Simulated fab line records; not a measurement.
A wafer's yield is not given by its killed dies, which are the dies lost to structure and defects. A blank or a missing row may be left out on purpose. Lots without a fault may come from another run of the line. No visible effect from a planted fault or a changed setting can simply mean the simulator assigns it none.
A struck lot beside a sound one -- flow nand-harc -- 15 out of 1159 route steps
Sound: the wafers L583.1, L583.5, L583.6. Struck: wafers L588.2, L588.5, L588.6. The cause is named last.
At each step with rows: each side's tool, then ch and its chambers, then its first start. Under that, the readings that differ: sound wafers -- struck wafers -- difference of the means -- sigmas: that difference in standard deviations of wafers without a fault.
alike: words and numbers the same on both sides, and readings whose means are apart by under 2 such deviations; not compared: readings that were withheld, readings missing a value for some wafer, numbers with overlapping values and no deviation given by the record, and bounds like >300 which may hide the same value.
The two part at a step that has a row with sigmas, a row that says differs or no value, or rows on one side only. Non-overlapping numbers with no deviation appear without sigmas and do not part them. A reading missing from all wafers of one side parts the sides only when that side holds two or more wafers.

first, 3 steps without rows for these wafers: NHARC_A_CONTACT_EXPOSE_39 (exposes mask A CC 3); NHARC_A_CONTACT_PEB_40 (peb time 65 s); NHARC_A_CONTACT_DEVELOP_41 (develop time 35 s).
NHARC_A_CONTACT_CD_MEAS_42: target cd 200 nm.
  sound on cd-sem-01 ch 0, day 19 11:04; struck on cd-sem-01 ch 0, day 20 18:51
reading,sound,struck,difference,sigmas
cd-nm (nm),201.4 200.4 201.2,199.3 199.4 198.9,-1.8,-3
NHARC_A_CONTACT_OVL_MEAS_43:
  sound on overlay-01 at day 19 11:09; struck on overlay-02 at day 20 18:56
  alike: overlay-x-nm, overlay-y-nm
NHARC_A_CONTACT_INSPECT_44:
  sound on defect-inspect-01 at day 19 11:11; struck on defect-inspect-01 at day 20 18:58
  alike: raw-defect-count
NHARC_A_CONTACT_DESCUM_47: chemistry O2, time 3 s.
  sound on rie-diel-06 ch 1,2, day 19 11:16; struck on rie-diel-06 ch 0,3, day 20 19:02
  alike: drypump-motor-current-A, oes-product-au, rf-vpp-V, showerhead-plenum-p-Torr, throttle-valve-pct
  not compared: rf-hours-counter-h
then, 1 step without rows for these wafers: NHARC_A_CONTACT_ETCH_48 (etches the open film in CF4, target depth 39 nm, time 65 s).
NHARC_A_CONTACT_ETCH_49: etches the open film in N2/H2, target depth 260 nm, time 475.3 s.
  sound: rie-diel-06 ch 0,2,3; struck: rie-diel-06 ch 0,3
  alike: bias-w, chamber-pressure-mTorr, drypump-motor-current-A, oes-product-au, rf-vpp-V, showerhead-plenum-p-Torr, throttle-valve-pct
  not compared: rf-hours-counter-h
then, 1 step without rows for these wafers: NHARC_A_CONTACT_ETCH_50 (etches the open film in CF4/CHF3, target depth 84.7 nm, time 42.4 s).
NHARC_A_CONTACT_ETCH_51: etches the open film in O2/COS, target depth 3600 nm, time 936 s.
  sound: rie-diel-06 ch 0,1; struck: rie-diel-06 ch 0,3
  alike: bias-w, chamber-pressure-mTorr, drypump-motor-current-A, oes-product-au, rf-vpp-V, showerhead-plenum-p-Torr, throttle-valve-pct
  not compared: rf-hours-counter-h
NHARC_A_CONTACT_ETCH_111: etches the open film in C4F8/O2/Ar, time 140 s, target depth 700 nm.
  sound on har-cap-etch-02 ch 0,1, day 19 12:41; struck on har-cap-etch-02 ch 0,1, day 20 20:19
  alike: chamber-pressure-mTorr, oes-air-line-au
  not compared: rf-hours-counter-h
NHARC_A_CONTACT_ETCH_112: etches the open film in C4F8/O2/Ar, time 94 s, target depth 922 nm.
  sound on har-cap-etch-02 ch 0,1, day 19 12:53; struck on har-cap-etch-02 ch 0,1, day 20 20:31
  no value came back on the struck wafers for chamber-pressure-mTorr (mTorr), oes-air-line-au (a.u.); on the sound wafers chamber-pressure-mTorr (mTorr) reads 19.990 19.981 20.003
  not compared: rf-hours-counter-h
NHARC_A_CONTACT_ETCH_113: etches the open film in C4F8/O2/Ar, time 94 s, target depth 922 nm.
  sound on har-cap-etch-02 ch 0,1, day 19 12:59; struck on har-cap-etch-02 ch 0,1, day 20 20:36
  alike: chamber-pressure-mTorr, oes-air-line-au
  not compared: rf-hours-counter-h
-- the record jumps here: 3 days lie between the struck wafers' starts before and after (it left off in module A_CONTACT and takes up again in module END, whose first step shown is number 1159 of the route) --
NHARC_END_SORT_01:
  sound on prober-02 ch 0, day 22 17:24; struck on prober-01 ch 0, day 24 02:43
reading,sound,struck,difference,sigmas
killed-at-array,26,674 676 675,+649,+75
killed-dies,32,677 677 677,+645,+72
  alike: killed-at-other, killed-at-periphery, killed-open, killed-short

== WHERE THEY PART ==
Last at NHARC_END_SORT_01 as far as this record goes, first at NHARC_A_CONTACT_CD_MEAS_42.

WHY: what had been put in by the simulator
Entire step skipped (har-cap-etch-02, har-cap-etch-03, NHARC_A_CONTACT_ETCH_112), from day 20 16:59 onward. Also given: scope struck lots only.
